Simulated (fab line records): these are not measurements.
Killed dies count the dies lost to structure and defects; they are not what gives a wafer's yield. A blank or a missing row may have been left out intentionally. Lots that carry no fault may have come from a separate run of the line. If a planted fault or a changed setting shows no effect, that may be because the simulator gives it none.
Matching of chambers ; flow nand-harc ; NHARC_A_STAIRCASE_ETCH_313 on rie-diel-09 has 4 sister chambers
The step etches the open film in CF4/CHF3. 16 wafers are shown with their chamber, then 8 later ones without.

WAFERS PAIRED WITH THEIR CHAMBERS
wafer;chamber;drypump-motor-current-A (A);showerhead-plenum-p-Torr (Torr);rf-vpp-V (V)
L075.1;3;6.3;1.68;373.8
L075.4;2;6.2;1.60;372.3
L075.5;1;5.9;1.62;374.1
L076.1;0;5.7;1.62;371.8
L076.3;1;5.9;1.62;373.6
L076.5;1;5.9;1.62;371.8
L080.3;0;5.7;1.62;372.9
L080.4;2;6.2;1.59;372.0
L080.5;3;6.4;1.68;373.4
L083.2;2;6.2;1.59;372.0
L083.3;1;5.9;1.62;372.4
L083.5;2;6.2;1.59;370.5
L090.1;3;6.4;1.67;372.9
L090.5;2;6.2;1.59;371.5
L090.6;1;5.9;1.61;372.4
L092.1;0;5.7;1.61;372.7

SIGNATURES (means of the wafers above)
reading;chamber 0;chamber 1;chamber 2;chamber 3;scatter within a chamber
drypump-motor-current-A;5.700;5.900;6.200;6.367;0.0236
showerhead-plenum-p-Torr;1.6167;1.6180;1.5920;1.6767;0.00494
rf-vpp-V;372.467;372.860;371.660;373.367;0.749
Rule: a wafer lies at a distance from a chamber equal to the root of the sum of squares, over the readings, of (its reading less the chamber's mean, divided by the reading's scatter). If the next closest chamber is less than 2 further off than the closest, the wafer can't be placed; otherwise it belongs to the closest. The scatter: take each reading less its chamber's mean, square it, sum over the shown wafers, divide by the number of wafers less the number of chambers, and take the root.

WAFERS MISSING THEIR CHAMBER
wafer;drypump-motor-current-A (A);showerhead-plenum-p-Torr (Torr);rf-vpp-V (V)
L092.2;6.4;1.67;374.5
L092.5;6.2;1.58;370.3
L094.2;6.4;1.67;374.1
L094.4;6.2;1.58;371.3
L094.6;5.9;1.61;373.0
L096.1;6.4;1.67;375.0
L096.4;6.2;1.58;369.9
L096.5;5.7;1.60;370.6

THE CHAMBER EACH PASSED THROUGH
wafer;from the rows above;in truth
L092.2;3;3
L092.5;2;2
L094.2;3;3
L094.4;2;2
L094.6;1;1
L096.1;3;3
L096.4;2;2
L096.5;0;0
Correctly placed: 8 of 8. Number that these rows cannot place: 0. Placed wrongly: 0.
